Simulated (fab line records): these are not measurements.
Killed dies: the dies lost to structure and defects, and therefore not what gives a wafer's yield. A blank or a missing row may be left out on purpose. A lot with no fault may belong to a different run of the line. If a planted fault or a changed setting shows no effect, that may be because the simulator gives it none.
Matching of chambers | flow n5_finfet | N5_BEOL_M5_ETCH_68 on rie_diel-01 has 4 sister chambers
The step etches SOC in N2/H2, target depth 80 nm, overetch 16 nm, time 120 s. 4 wafers are shown with their chamber, then 7 later ones without.

## WAFERS WITH THEIR CHAMBER
wafer  | chamber | drypump_motor_current_A (A)
L082.3 | 0       | 5.5
L087.2 | 1       | 5.4
L091.2 | 2       | 5.2
L091.3 | 3       | 6.0

## WAFERS WITHOUT THEIR CHAMBER
wafer  | drypump_motor_current_A (A)
L091.5 | 5.5
L089.1 | 6.0
L089.4 | 5.3
L089.6 | 5.5
L090.3 | 5.2
L090.4 | 5.5
L090.6 | 5.3

## WHICH CHAMBER EACH ONE RAN IN
wafer  | from the rows above          | in truth
L091.5 | can't be placed: 0 or 1      | 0
L089.1 | 3                            | 3
L089.4 | can't be placed: 2 or 1 or 0 | 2
L089.6 | can't be placed: 0 or 1      | 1
L090.3 | 2                            | 2
L090.4 | can't be placed: 0 or 1      | 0
L090.6 | can't be placed: 2 or 1 or 0 | 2
Placed correctly: 2 of 7. Unplaceable from these rows: 5, with the true chamber sitting among the candidates in 5. Number placed wrongly: 0.
How it was worked out, from the rows above alone: a wafer's distance from a chamber is the root of the sum, over the readings, of the square of ((its reading less the chamber's mean) divided by the reading's scatter). The wafer belongs to the nearest chamber; if the next one is less than 2 further off, it can't be placed. Each chamber's mean is taken over the wafers shown for it. The scatter (one wafer shown for each chamber): square how far every hidden wafer sits from the nearest shown wafer, average those squares and take the square root.
